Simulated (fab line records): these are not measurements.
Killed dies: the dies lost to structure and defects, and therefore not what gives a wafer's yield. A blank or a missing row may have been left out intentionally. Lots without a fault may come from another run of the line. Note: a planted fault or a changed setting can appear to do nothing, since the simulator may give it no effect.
fab line records / flow n5_finfet
record lots=4 wafers=12 last_day=18
route steps=1938 shown BEOL_M4@1099 BEOL_M5@1112 PASSIVATION@1929
lots untouched by any fault: they come from a run of this same line in which no faults occurred
start_h: hours from the record's opening day to when the first of the lot's shown wafers began / wait_h: how many hours have passed since the lot's step before this one / " identical to the entry in the row above / L1.1+2: one row covering several wafers at once / - no value, or no start was given / * or withheld: withheld / < > ~ a bound
route shown NAME@n: names a module that has steps shown in the file, with the first one's number in the route / usual: mean and standard deviation over wafers with no fault / same: alike in all rows / chamber/n: place in a boat / sites: the reading at each site / _std_site: their standard deviation / _edge_site: the outer-site mean with the inner-site mean subtracted / radius_mm: how far each site lies from the wafer's centre / mask NAME#n: copy n / behind: tool/chamber where the wafer was last shaped / hold: cause of the lot's hold/its duration in hours/its outcome / device: the n, p or np transistor that did not switch / end of line: at the end of the route, the tests of the same wafers / for a step that has no rows: nothing shown but its recipe / killed: count of dies lost to structure and defects at first sort (not the wafer's yield) / map: per-die view of a wafer (x killed, . not killed, _ where there is no die)
set.NAME: setting as actually run; set.NAME@STEP: the setting as run at that earlier step / model.NAME: the simulator's own value behind a step, which no gauge read
lots at some steps of the route; a table a step, a row a wafer
services: the hour from which a tool's chamber was out of use, counted from the record's first day as start_h (under 0 if before that day), plus the number of hours and why
## steps
# step N5_BEOL_M4_ANNEAL_95
# recipe temp_c=400 time_s=240 ambient=vacuum
# step N5_BEOL_M4_SPUTTER_96
# recipe material=Cu target_thk_a=45 temp_c=-20 chamber_pressure_pa=0.07 power_w=withheld time_s=8.29
# step N5_BEOL_M4_ECD_50
# recipe material=Cu target_thk_a=3000
# step N5_BEOL_M4_ANNEAL_51
# recipe temp_c=225 time_s=90 ambient=N2
# step N5_BEOL_M4_CMP_52
# recipe stop_on=SiOC t_overpolish_s=6.8 down_force_psi=1 platen_rpm=50 clearing_platen_down_force_psi=1.5 clearing_platen_rpm=50 post_cmp_clean=cu_alkaline target_thk_nm=40 clearing_platen_pad_velocity_m_s=0.99484 pad_velocity_m_s=0.99484
# step N5_BEOL_M4_PRE_CLEAN_60
# recipe gas=NH3/H2 time_s=15 temp_c=* rf_power_w=300
# step N5_BEOL_M4_CO_CAP_55
# recipe material=Co target_thk_a=20 temp_c=200 precursor=CCTBA/H2 pressure_torr=30 time_s=102.1
# step N5_BEOL_M4_PRE_CLEAN_56
# recipe gas=NH3 time_s=15 temp_c=withheld rf_power_w=300
# step N5_BEOL_M4_DEP_57
# recipe material=SiCN target_thk_a=80 temp_c=withheld precursor=3MS/NH3 pressure_torr=3 rf_w=202 time_s=14
# step N5_BEOL_M4_RC_MEAS_101
# usual DIBL_N=36.3/2 DIBL_P=36.3/2.4 IOFF_N=0.16/0.034 IOFF_P=0.21/0.035 ION_N=672/12 ION_P=459/6.5 SS_N=71.6/0.67 SS_P=73.3/0.71 VT_N=250/3.5 VT_P=-251/3
lot.wafer=L469.1 tool=prober-01 chamber=0 start_h=255.59 wait_h=0.0 DIBL_N[mV/V]=36.2 DIBL_P[mV/V]=38.1 IOFF_N[nA/um]=0.17 IOFF_P[nA/um]=0.23 ION_N[uA/um]=669 ION_P[uA/um]=455 SS_N[mV/dec]=72.1 SS_P[mV/dec]=73.3 VT_N[mV]=249 VT_P[mV]=-248
lot.wafer=L469.3 tool=prober-01 chamber=0 start_h=255.59 wait_h=0.0 DIBL_N[mV/V]=37.3 DIBL_P[mV/V]=39.0 IOFF_N[nA/um]=0.19 IOFF_P[nA/um]=0.25 ION_N[uA/um]=680 ION_P[uA/um]=465 SS_N[mV/dec]=72.2 SS_P[mV/dec]=73.6 VT_N[mV]=248 VT_P[mV]=-249
lot.wafer=L469.6 tool=prober-01 chamber=0 start_h=255.59 wait_h=0.0 DIBL_N[mV/V]=34.6 DIBL_P[mV/V]=35.8 IOFF_N[nA/um]=0.13 IOFF_P[nA/um]=0.19 ION_N[uA/um]=659 ION_P[uA/um]=456 SS_N[mV/dec]=71.1 SS_P[mV/dec]=71.8 VT_N[mV]=254 VT_P[mV]=-253
lot.wafer=L474.2 tool=prober-02 chamber=0 start_h=303.11 wait_h=0.2 DIBL_N[mV/V]=36.4 DIBL_P[mV/V]=37.4 IOFF_N[nA/um]=0.15 IOFF_P[nA/um]=0.21 ION_N[uA/um]=669 ION_P[uA/um]=465 SS_N[mV/dec]=71.6 SS_P[mV/dec]=72.7 VT_N[mV]=252 VT_P[mV]=-247
lot.wafer=L474.4 tool=prober-02 chamber=0 start_h=303.11 wait_h=0.2 DIBL_N[mV/V]=33.7 DIBL_P[mV/V]=33.8 IOFF_N[nA/um]=0.12 IOFF_P[nA/um]=0.17 ION_N[uA/um]=669 ION_P[uA/um]=471 SS_N[mV/dec]=70.9 SS_P[mV/dec]=71.8 VT_N[mV]=252 VT_P[mV]=-251
lot.wafer=L474.6 tool=prober-02 chamber=0 start_h=303.11 wait_h=0.2 DIBL_N[mV/V]=36.4 DIBL_P[mV/V]=36.4 IOFF_N[nA/um]=0.15 IOFF_P[nA/um]=0.20 ION_N[uA/um]=660 ION_P[uA/um]=458 SS_N[mV/dec]=71.6 SS_P[mV/dec]=73.0 VT_N[mV]=250 VT_P[mV]=-249
lot.wafer=L476.1 tool=prober-02 chamber=0 start_h=318.71 wait_h=0.0 DIBL_N[mV/V]=35.9 DIBL_P[mV/V]=35.4 IOFF_N[nA/um]=0.17 IOFF_P[nA/um]=0.19 ION_N[uA/um]=672 ION_P[uA/um]=457 SS_N[mV/dec]=71.6 SS_P[mV/dec]=73.7 VT_N[mV]=249 VT_P[mV]=-253
lot.wafer=L476.2 tool=prober-02 chamber=0 start_h=318.71 wait_h=0.0 DIBL_N[mV/V]=34.7 DIBL_P[mV/V]=34.2 IOFF_N[nA/um]=0.14 IOFF_P[nA/um]=0.18 ION_N[uA/um]=674 ION_P[uA/um]=451 SS_N[mV/dec]=71.0 SS_P[mV/dec]=72.9 VT_N[mV]=252 VT_P[mV]=-251
lot.wafer=L476.4 tool=prober-02 chamber=0 start_h=318.71 wait_h=0.0 DIBL_N[mV/V]=37.3 DIBL_P[mV/V]=38.2 IOFF_N[nA/um]=0.22 IOFF_P[nA/um]=0.24 ION_N[uA/um]=687 ION_P[uA/um]=459 SS_N[mV/dec]=72.3 SS_P[mV/dec]=74.5 VT_N[mV]=243 VT_P[mV]=-250
lot.wafer=L481.2 tool=prober-01 chamber=0 start_h=326.54 wait_h=0.2 DIBL_N[mV/V]=38.5 DIBL_P[mV/V]=39.2 IOFF_N[nA/um]=0.23 IOFF_P[nA/um]=0.26 ION_N[uA/um]=693 ION_P[uA/um]=467 SS_N[mV/dec]=72.8 SS_P[mV/dec]=73.9 VT_N[mV]=242 VT_P[mV]=-247
lot.wafer=L481.3 tool=prober-01 chamber=0 start_h=326.54 wait_h=0.2 DIBL_N[mV/V]=37.8 DIBL_P[mV/V]=38.4 IOFF_N[nA/um]=0.23 IOFF_P[nA/um]=0.26 ION_N[uA/um]=685 ION_P[uA/um]=459 SS_N[mV/dec]=72.2 SS_P[mV/dec]=73.7 VT_N[mV]=243 VT_P[mV]=-247
lot.wafer=L481.4 tool=prober-01 chamber=0 start_h=326.54 wait_h=0.2 DIBL_N[mV/V]=38.6 DIBL_P[mV/V]=39.4 IOFF_N[nA/um]=0.23 IOFF_P[nA/um]=0.26 ION_N[uA/um]=686 ION_P[uA/um]=460 SS_N[mV/dec]=71.8 SS_P[mV/dec]=74.3 VT_N[mV]=244 VT_P[mV]=-245
# step N5_BEOL_M5_ILD_DEP_00
# recipe material=SiCOH_lowk target_thk_a=1406.4 temp_c=300 precursor=DEMS/porogen pressure_torr=5 rf_w=500 time_s=25.9
# step N5_BEOL_M5_CURE_79
# recipe temp_c=385 time_s=240 ambient=He/Ar material=SiCOH_lowk
# step N5_BEOL_M5_PECVD_70
# recipe material=SiO2 target_thk_a=160 temp_c=400 precursor=TEOS/O2 pressure_torr=5.5 rf_w=450 teos_flow_sccm=53.8 gas=O2 flow_sccm=3000 time_s=18
# step N5_BEOL_M5_HM_DEP_02
# recipe material=TiN target_thk_a=200 temp_c=25 chamber_pressure_pa=0.49996
# step N5_BEOL_M5_COAT_59
# recipe resist=SOC temp_c=250 time_s=60 spin_rpm=1500 resist_thk_nm=60
# step N5_BEOL_M5_COAT_60
# recipe resist=SiARC temp_c=220 time_s=60 spin_rpm=1500 resist_thk_nm=12
# step N5_BEOL_M5_COAT_71
# recipe resist=underlayer temp_c=205 time_s=60 spin_rpm=1500 resist_thk_nm=5
# step N5_BEOL_M5_COAT_05
# recipe resist=CAR-EUV spin_rpm=1500 resist_thk_nm=30
# step N5_BEOL_M5_EBR_07
# recipe solvent=PGMEA ebr_width_mm=1.5
# step N5_BEOL_M5_SOFTBAKE_06
# recipe temp_c=110 time_s=60 resist=CAR-EUV
# step N5_BEOL_M5_EXPOSE_08
# recipe mask_id=M5 na=0.33 source_shape=annular sigma_inner=0.4 sigma_outer=0.8 polarization=unpolarized target_cd_nm=28 dose_mj=35.75
# step N5_BEOL_M5_PEB_09
# recipe peb_temp_c=100 peb_time_s=60 resist=CAR-EUV
# step N5_BEOL_M5_DEVELOP_10
# recipe develop_time_s=30 developer=TMAH resist=CAR-EUV rinse_liquid=surfactant_rinse dry=air_spin dev_temp_c=23
# step N5_BEOL_M5_DESCUM_16
# recipe chemistry=O2 time_s=7 source_power_w=50 bias_power_w=20 pressure_mtorr=20 rf_frequency_hz=2.712e+07 temp_c=40 resist=CAR-EUV o2_flow_sccm=225
# step N5_BEOL_M5_ETCH_72
# recipe chemistry=N2/H2 target=underlayer target_depth_a=65 mask_material=CAR-EUV time_s=5.2 ion_energy_ev=200 pressure_mtorr=30 source_w=840 bias_w=150 n2_flow_sccm=200 h2_flow_sccm=200 ends=cleared
# step N5_BEOL_M5_ETCH_61
# recipe chemistry=CF4 target=SiARC target_depth_a=156 mask_material=CAR-EUV time_s=26 ion_energy_ev=80 pressure_mtorr=40 source_w=545 bias_w=36 Ar_flow_sccm=100 cf4_flow_sccm=100 ends=cleared
# step N5_BEOL_M5_ETCH_62
# recipe chemistry=N2/H2 target=SOC target_depth_a=750 overetch_a=150 mask_material=SiARC temp_c=40 time_s=112.5 ion_energy_ev=200 pressure_mtorr=30 source_w=840 bias_w=150 n2_flow_sccm=200 h2_flow_sccm=200
# step N5_BEOL_M5_STRIP_63
# recipe chemistry=N2/H2 temp_c=40 n2_flow_sccm=200 h2_flow_sccm=200 rf_frequency_hz=6e+07
# step N5_BEOL_M5_STRIP_73
# recipe chemistry=N2/H2 temp_c=40 n2_flow_sccm=200 h2_flow_sccm=200 rf_frequency_hz=6e+07
# step N5_BEOL_M5_STRIP_64
# recipe chemistry=CF4 resist=SiARC power_w=300 bias_power_w=75 pressure_mtorr=50 cf4_flow_sccm=150 rf_frequency_hz=6e+07
# step N5_BEOL_M5_HM_OPEN_17
# recipe chemistry=Cl2/BCl3 target_depth_a=200 overetch_a=60 target=TiN mask_material=SOC ion_energy_ev=150 pressure_mtorr=10 icp_w=1000 bias_w=126 Cl2_flow_sccm=53.25 bcl3_flow_sccm=21.75 Ar_flow_sccm=25
# step N5_BEOL_M5_STRIP_19
# recipe chemistry=O2 power_w=400 temp_c=40 pressure_mtorr=30 rf_frequency_hz=6e+07 bias_power_w=0 overash_fraction=0.2 o2_flow_sccm=225
# step N5_BEOL_M5_COAT_65
# recipe resist=SOC temp_c=250 time_s=60 spin_rpm=1500 resist_thk_nm=60
# step N5_BEOL_M5_COAT_66
# recipe resist=SiARC temp_c=220 time_s=60 spin_rpm=1500 resist_thk_nm=12
# step N5_PASSIVATION_PASS_ETCH_47
# recipe chemistry=CF4/O2 target=SiNx target_depth_a=7700 time_s=385 ion_energy_ev=100 pressure_mtorr=40 source_w=535 bias_w=49 Ar_flow_sccm=100 cf4_flow_sccm=100 O2_flow_sccm=10
# usual cf4_flow_sccm=99.98/0.29 drypump_motor_current_A=5.8/0.56 oes_product_au=0.79/0.09 rf_fwd_power_W=534.2/1.6 rf_vpp_V=244/4.4 showerhead_plenum_p_Torr=2.21/0.073 throttle_valve_pct=15.89/0.22
lot.wafer=L469.1 tool=rie_diel-06 chamber=2 start_h=356.13 wait_h=0.0 cf4_flow_sccm=99.94 drypump_motor_current_A=4.9 oes_product_au=0.93 rf_fwd_power_W=532.8 rf_hours_counter_h=8 rf_vpp_V=246 showerhead_plenum_p_Torr=2.25 throttle_valve_pct=15.87 model.etch.depth_nm=752.2
lot.wafer=L469.3 tool=rie_diel-06 chamber=3 start_h=356.13 wait_h=0.0 cf4_flow_sccm=100.06 drypump_motor_current_A=5.0 oes_product_au=0.69 rf_fwd_power_W=530.9 rf_hours_counter_h=236 rf_vpp_V=241 showerhead_plenum_p_Torr=2.10 throttle_valve_pct=15.67 model.etch.depth_nm=752
lot.wafer=L469.6 tool=rie_diel-06 chamber=1 start_h=356.13 wait_h=0.0 cf4_flow_sccm=100.49 drypump_motor_current_A=5.5 oes_product_au=0.68 rf_fwd_power_W=534.4 rf_hours_counter_h=- rf_vpp_V=249 showerhead_plenum_p_Torr=2.09 throttle_valve_pct=16.38 model.etch.depth_nm=753.4
lot.wafer=L474.2 tool=rie_diel-06 chamber=0 start_h=406.82 wait_h=0.0 cf4_flow_sccm=99.76 drypump_motor_current_A=5.8 oes_product_au=0.82 rf_fwd_power_W=406.8 rf_hours_counter_h=41 rf_vpp_V=276 showerhead_plenum_p_Torr=2.32 throttle_valve_pct=15.82 model.etch.depth_nm=604.8
lot.wafer=L474.4 tool=rie_diel-06 chamber=1 start_h=406.82 wait_h=0.0 cf4_flow_sccm=99.61 drypump_motor_current_A=5.4 oes_product_au=0.89 rf_fwd_power_W=405.8 rf_hours_counter_h=13 rf_vpp_V=293 showerhead_plenum_p_Torr=2.34 throttle_valve_pct=15.89 model.etch.depth_nm=619.7
lot.wafer=L474.6 tool=rie_diel-06 chamber=2 start_h=406.82 wait_h=0.0 cf4_flow_sccm=100.01 drypump_motor_current_A=4.9 oes_product_au=0.84 rf_fwd_power_W=403.2 rf_hours_counter_h=- rf_vpp_V=286 showerhead_plenum_p_Torr=2.25 throttle_valve_pct=15.91 model.etch.depth_nm=594.5
lot.wafer=L476.1 tool=rie_diel-06 chamber=1 start_h=422.50 wait_h=0.0 cf4_flow_sccm=100.11 drypump_motor_current_A=5.5 oes_product_au=0.88 rf_fwd_power_W=406.5 rf_hours_counter_h=19 rf_vpp_V=293 showerhead_plenum_p_Torr=2.34 throttle_valve_pct=15.92 model.etch.depth_nm=624.8
lot.wafer=L476.2 tool=rie_diel-06 chamber=2 start_h=422.50 wait_h=0.0 cf4_flow_sccm=100.07 drypump_motor_current_A=4.9 oes_product_au=0.82 rf_fwd_power_W=404.6 rf_hours_counter_h=36 rf_vpp_V=283 showerhead_plenum_p_Torr=2.24 throttle_valve_pct=15.92 model.etch.depth_nm=594.1
lot.wafer=L476.4 tool=rie_diel-06 chamber=3 start_h=422.50 wait_h=0.0 cf4_flow_sccm=100.15 drypump_motor_current_A=5.0 oes_product_au=0.89 rf_fwd_power_W=406.3 rf_hours_counter_h=6 rf_vpp_V=285 showerhead_plenum_p_Torr=2.35 throttle_valve_pct=15.26 model.etch.depth_nm=618.4
lot.wafer=L481.2 tool=rie_diel-05 chamber=0 start_h=431.62 wait_h=0.0 cf4_flow_sccm=100.52 drypump_motor_current_A=6.5 oes_product_au=0.76 rf_fwd_power_W=533.2 rf_hours_counter_h=183 rf_vpp_V=246 showerhead_plenum_p_Torr=2.20 throttle_valve_pct=16.04 model.etch.depth_nm=810.4
lot.wafer=L481.3 tool=rie_diel-05 chamber=3 start_h=431.62 wait_h=0.0 cf4_flow_sccm=99.91 drypump_motor_current_A=5.5 oes_product_au=0.77 rf_fwd_power_W=531.5 rf_hours_counter_h=134 rf_vpp_V=245 showerhead_plenum_p_Torr=2.12 throttle_valve_pct=15.84 model.etch.depth_nm=753.8
lot.wafer=L481.4 tool=rie_diel-05 chamber=1 start_h=431.62 wait_h=0.0 cf4_flow_sccm=99.69 drypump_motor_current_A=6.7 oes_product_au=0.70 rf_fwd_power_W=533.3 rf_hours_counter_h=200 rf_vpp_V=245 showerhead_plenum_p_Torr=2.19 throttle_valve_pct=15.70 model.etch.depth_nm=748.1
# step N5_PASSIVATION_PROBE_49
# usual defect_limited_yield=91.4/1.5 killed_at_M0_to_M3=33/11 killed_at_M4_up=14/5.3 killed_at_contacts=13/6.2 killed_at_front_end=39/13 killed_at_other=3.1/2.8 killed_dies=102/17 killed_on_rim=13/3.8 killed_open=68/13 killed_short=32/7.8 sort_bin_5_function=5.1/0.95 sort_bin_6_memory=3.2/0.7 sort_n_pass=1078/18 sort_yield_pct=91.3/1.5
# same gross_dies=1180 killed_at_back_side=0 sort_bin_4_leakage[%]=0 sort_bin_8_speed[%]=0
lot.wafer=L474.2 tool=prober-01 chamber=- start_h=409.88 wait_h=0.1 defect_limited_yield[%]=0.2 killed_at_M0_to_M3=33 killed_at_M4_up=8 killed_at_contacts=26 killed_at_front_end=19 killed_at_other=1092 killed_dies=1178 killed_on_rim=150 killed_open=61 killed_short=30 sort_bin_5_function[%]=96.5 sort_bin_6_memory[%]=3.0 sort_n_pass=2 sort_yield_pct[%]=0.2
lot.wafer=L474.4 tool=prober-01 chamber=- start_h=409.98 wait_h=0.2 defect_limited_yield[%]=1.0 killed_at_M0_to_M3=34 killed_at_M4_up=16 killed_at_contacts=26 killed_at_front_end=33 killed_at_other=1059 killed_dies=1168 killed_on_rim=149 killed_open=74 killed_short=34 sort_bin_5_function[%]=94.2 sort_bin_6_memory[%]=4.2 sort_n_pass=12 sort_yield_pct[%]=1.0
lot.wafer=L474.6 tool=prober-01 chamber=- start_h=410.08 wait_h=0.3 defect_limited_yield[%]=0 killed_at_M0_to_M3=20 killed_at_M4_up=16 killed_at_contacts=10 killed_at_front_end=30 killed_at_other=1104 killed_dies=1180 killed_on_rim=152 killed_open=50 killed_short=27 sort_bin_5_function[%]=97.4 sort_bin_6_memory[%]=2.2 sort_n_pass=0 sort_yield_pct[%]=0
lot.wafer=L476.1 tool=prober-02 chamber=- start_h=425.56 wait_h=0.0 defect_limited_yield[%]=3.1 killed_at_M0_to_M3=52 killed_at_M4_up=16 killed_at_contacts=5 killed_at_front_end=50 killed_at_other=1020 killed_dies=1143 killed_on_rim=132 killed_open=79 killed_short=44 sort_bin_5_function[%]=92.4 sort_bin_6_memory[%]=4.1 sort_n_pass=37 sort_yield_pct[%]=3.1
lot.wafer=L476.2 tool=prober-02 chamber=- start_h=425.61 wait_h=0.1 defect_limited_yield[%]=0 killed_at_M0_to_M3=41 killed_at_M4_up=8 killed_at_contacts=8 killed_at_front_end=51 killed_at_other=1072 killed_dies=1180 killed_on_rim=152 killed_open=70 killed_short=39 sort_bin_5_function[%]=95.9 sort_bin_6_memory[%]=3.8 sort_n_pass=0 sort_yield_pct[%]=0
lot.wafer=L476.4 tool=prober-02 chamber=- start_h=425.71 wait_h=0.2 defect_limited_yield[%]=0.3 killed_at_M0_to_M3=37 killed_at_M4_up=11 killed_at_contacts=19 killed_at_front_end=33 killed_at_other=1076 killed_dies=1176 killed_on_rim=152 killed_open=70 killed_short=35 sort_bin_5_function[%]=96.3 sort_bin_6_memory[%]=2.8 sort_n_pass=4 sort_yield_pct[%]=0.3
# killed by level:class
L474.2 PASSIVATION:area_etch=1086 MOL_CONTACT_COAG:geometric_particle:open=18 MOL_CONTACT_COAG:geometric_particle:short=8 BEOL_M2:geometric_particle:open=8 BEOL_M3:geometric_particle:open=7 BEOL_M0_SAQP:geometric_particle:open=7 BEOL_M0_SAQP:geometric_particle:short=5 FIN_SAQP:geometric_particle:open=4
L474.4 PASSIVATION:area_etch=1058 MOL_CONTACT_COAG:geometric_particle:open=22 BEOL_M3:geometric_particle:open=12 STI_FIN_REVEAL:geometric_particle:open=8 BEOL_M0_SAQP:geometric_particle:short=5 BEOL_M1:geometric_particle:open=5 BEOL_M4:geometric_particle:open=5 BEOL_M5:geometric_particle:short=5
L474.6 PASSIVATION:area_etch=1101 MOL_CONTACT_COAG:geometric_particle:open=9 BEOL_M4:geometric_particle:open=8 STI_FIN_REVEAL:geometric_particle:short=4 STI_FIN_REVEAL:geometric_particle:open=4 FIN_SAQP:geometric_particle:open=3 MIM_TOP:geometric_particle:short=3 ILD0:geometric_particle:short=3
L476.1 PASSIVATION:area_etch=1018 STI_FIN_REVEAL:geometric_particle:open=16 BEOL_M0_SAQP:geometric_particle:open=14 BEOL_M0_SAQP:geometric_particle:short=12 BEOL_M4:geometric_particle:open=9 DUMMY_GATE:geometric_particle:open=8 BEOL_M3:geometric_particle:short=7 BEOL_M2:geometric_particle:open=6
L476.2 PASSIVATION:area_etch=1069 FIN_SAQP:geometric_particle:short=10 STI_FIN_REVEAL:geometric_particle:open=9 BEOL_M0_SAQP:geometric_particle:short=8 MOL_CONTACT_COAG:geometric_particle:open=7 BEOL_M2:geometric_particle:open=7 FIN_SAQP:geometric_particle:open=6 BEOL_M0_SAQP:geometric_particle:open=6
L476.4 PASSIVATION:area_etch=1070 MOL_CONTACT_COAG:geometric_particle:open=16 GATE_CUT:geometric_particle:short=8 BEOL_M0_SAQP:geometric_particle:open=8 BEOL_M0_SAQP:geometric_particle:short=6 BEOL_M2:geometric_particle:open=6 FIN_SAQP:geometric_particle:open=5 DUMMY_GATE:geometric_particle:open=5
# map L474.6 (x killed, . not)
_________________xxxxxxxxxxxx________________
______________xxxxxxxxxxxxxxxxxx_____________
___________xxxxxxxxxxxxxxxxxxxxxxxx__________
__________xxxxxxxxxxxxxxxxxxxxxxxxxx_________
________xxxxxxxxxxxxxxxxxxxxxxxxxxxxxx_______
_______xxxxxxxxxxxxxxxxxxxxxxxxxxxxxxxx______
______xxxxxxxxxxxxxxxxxxxxxxxxxxxxxxxxxx_____
_____xxxxxxxxxxxxxxxxxxxxxxxxxxxxxxxxxxxx____
____xxxxxxxxxxxxxxxxxxxxxxxxxxxxxxxxxxxxxx___
___xxxxxxxxxxxxxxxxxxxxxxxxxxxxxxxxxxxxxxxx__
___xxxxxxxxxxxxxxxxxxxxxxxxxxxxxxxxxxxxxxxx__
__xxxxxxxxxxxxxxxxxxxxxxxxxxxxxxxxxxxxxxxxxx_
__xxxxxxxxxxxxxxxxxxxxxxxxxxxxxxxxxxxxxxxxxx_
_xxxxxxxxxxxxxxxxxxxxxxxxxxxxxxxxxxxxxxxxxxxx
_xxxxxxxxxxxxxxxxxxxxxxxxxxxxxxxxxxxxxxxxxxxx
_xxxxxxxxxxxxxxxxxxxxxxxxxxxxxxxxxxxxxxxxxxxx
_xxxxxxxxxxxxxxxxxxxxxxxxxxxxxxxxxxxxxxxxxxxx
_xxxxxxxxxxxxxxxxxxxxxxxxxxxxxxxxxxxxxxxxxxxx
_xxxxxxxxxxxxxxxxxxxxxxxxxxxxxxxxxxxxxxxxxxxx
_xxxxxxxxxxxxxxxxxxxxxxxxxxxxxxxxxxxxxxxxxxxx
_xxxxxxxxxxxxxxxxxxxxxxxxxxxxxxxxxxxxxxxxxxxx
__xxxxxxxxxxxxxxxxxxxxxxxxxxxxxxxxxxxxxxxxxx_
__xxxxxxxxxxxxxxxxxxxxxxxxxxxxxxxxxxxxxxxxxx_
___xxxxxxxxxxxxxxxxxxxxxxxxxxxxxxxxxxxxxxxx__
___xxxxxxxxxxxxxxxxxxxxxxxxxxxxxxxxxxxxxxxx__
____xxxxxxxxxxxxxxxxxxxxxxxxxxxxxxxxxxxxxx___
_____xxxxxxxxxxxxxxxxxxxxxxxxxxxxxxxxxxxx____
______xxxxxxxxxxxxxxxxxxxxxxxxxxxxxxxxxx_____
_______xxxxxxxxxxxxxxxxxxxxxxxxxxxxxxxx______
________xxxxxxxxxxxxxxxxxxxxxxxxxxxxxx_______
__________xxxxxxxxxxxxxxxxxxxxxxxxxx_________
___________xxxxxxxxxxxxxxxxxxxxxxxx__________
______________xxxxxxxxxxxxxxxxxx_____________
_________________xxxxxxxxxxxx________________
# map L476.2 (x killed, . not)
_________________xxxxxxxxxxxx________________
______________xxxxxxxxxxxxxxxxxx_____________
___________xxxxxxxxxxxxxxxxxxxxxxxx__________
__________xxxxxxxxxxxxxxxxxxxxxxxxxx_________
________xxxxxxxxxxxxxxxxxxxxxxxxxxxxxx_______
_______xxxxxxxxxxxxxxxxxxxxxxxxxxxxxxxx______
______xxxxxxxxxxxxxxxxxxxxxxxxxxxxxxxxxx_____
_____xxxxxxxxxxxxxxxxxxxxxxxxxxxxxxxxxxxx____
____xxxxxxxxxxxxxxxxxxxxxxxxxxxxxxxxxxxxxx___
___xxxxxxxxxxxxxxxxxxxxxxxxxxxxxxxxxxxxxxxx__
___xxxxxxxxxxxxxxxxxxxxxxxxxxxxxxxxxxxxxxxx__
__xxxxxxxxxxxxxxxxxxxxxxxxxxxxxxxxxxxxxxxxxx_
__xxxxxxxxxxxxxxxxxxxxxxxxxxxxxxxxxxxxxxxxxx_
_xxxxxxxxxxxxxxxxxxxxxxxxxxxxxxxxxxxxxxxxxxxx
_xxxxxxxxxxxxxxxxxxxxxxxxxxxxxxxxxxxxxxxxxxxx
_xxxxxxxxxxxxxxxxxxxxxxxxxxxxxxxxxxxxxxxxxxxx
_xxxxxxxxxxxxxxxxxxxxxxxxxxxxxxxxxxxxxxxxxxxx
_xxxxxxxxxxxxxxxxxxxxxxxxxxxxxxxxxxxxxxxxxxxx
_xxxxxxxxxxxxxxxxxxxxxxxxxxxxxxxxxxxxxxxxxxxx
_xxxxxxxxxxxxxxxxxxxxxxxxxxxxxxxxxxxxxxxxxxxx
_xxxxxxxxxxxxxxxxxxxxxxxxxxxxxxxxxxxxxxxxxxxx
__xxxxxxxxxxxxxxxxxxxxxxxxxxxxxxxxxxxxxxxxxx_
__xxxxxxxxxxxxxxxxxxxxxxxxxxxxxxxxxxxxxxxxxx_
___xxxxxxxxxxxxxxxxxxxxxxxxxxxxxxxxxxxxxxxx__
___xxxxxxxxxxxxxxxxxxxxxxxxxxxxxxxxxxxxxxxx__
____xxxxxxxxxxxxxxxxxxxxxxxxxxxxxxxxxxxxxx___
_____xxxxxxxxxxxxxxxxxxxxxxxxxxxxxxxxxxxx____
______xxxxxxxxxxxxxxxxxxxxxxxxxxxxxxxxxx_____
_______xxxxxxxxxxxxxxxxxxxxxxxxxxxxxxxx______
________xxxxxxxxxxxxxxxxxxxxxxxxxxxxxx_______
__________xxxxxxxxxxxxxxxxxxxxxxxxxx_________
___________xxxxxxxxxxxxxxxxxxxxxxxx__________
______________xxxxxxxxxxxxxxxxxx_____________
_________________xxxxxxxxxxxx________________
## services
tool=rie_diel-05 chamber=2 start_h=344.72 hours=- kind=clean
tool=rie_diel-05 chamber=2 start_h=344.72 hours=- kind=consumable_replace:focus_ring
tool=rie_diel-05 chamber=2 start_h=344.72 hours=15.0 kind=scheduled_down
tool=rie_diel-05 chamber=2 start_h=344.72 hours=15.0 kind=vent_cycle
tool=rie_diel-06 chamber=1 start_h=359.91 hours=- kind=clean
tool=rie_diel-06 chamber=1 start_h=359.91 hours=- kind=consumable_replace:focus_ring
tool=rie_diel-06 chamber=1 start_h=359.91 hours=- kind=consumable_replace:showerhead
tool=rie_diel-06 chamber=1 start_h=359.91 hours=17.4 kind=scheduled_down
tool=rie_diel-06 chamber=1 start_h=359.91 hours=17.4 kind=vent_cycle
tool=rie_diel-06 chamber=3 start_h=387.41 hours=- kind=clean
tool=rie_diel-06 chamber=3 start_h=387.41 hours=- kind=consumable_replace:focus_ring
tool=rie_diel-06 chamber=3 start_h=387.41 hours=- kind=consumable_replace:showerhead
tool=rie_diel-06 chamber=3 start_h=387.41 hours=17.0 kind=scheduled_down
tool=rie_diel-06 chamber=3 start_h=387.41 hours=17.0 kind=vent_cycle
tool=rie_diel-05 chamber=2 start_h=387.56 hours=4.7 kind=repair
## key
first_sign step=N5_PASSIVATION_PASS_ETCH_47 reading=rf_fwd_power_W direction=down sigmas=79 usual=* struck=*
effect step=N5_PASSIVATION_PASS_ETCH_47 reading=rf_vpp_V direction=up sigmas=9.5 usual=244 struck=286
effect step=N5_PASSIVATION_PROBE_49 reading=killed_at_other direction=up sigmas=99+ usual=3.1 struck=1070.5
model_effect step=N5_PASSIVATION_PASS_ETCH_47 value=etch.depth_nm without=773.5 struck=609.4
more_kills_born_at N5_PASSIVATION_PASS_ETCH_47@rie_diel-06=6402
met_at N5_PASSIVATION_PASS_ETCH_47
struck_wafers L474.2,L474.4,L474.6,L476.1,L476.2,L476.4
later_rows_left_out L474.2,L474.4,L474.6,L476.1,L476.2,L476.4
onset_between 356.13 406.82
fault kind=process_parameter_drift tool=rie_diel-06 chamber=- onset_h=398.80 steps=N5_PASSIVATION_PASS_ETCH_47 channel=source_w offset=-128.4 shape=step end_h=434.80 acts_in=these_recipes_only stated=535
# later_rows_left_out: the simulator's readings of these wafers behind a module that went badly wrong aren't trusted and aren't shown, but for the sort
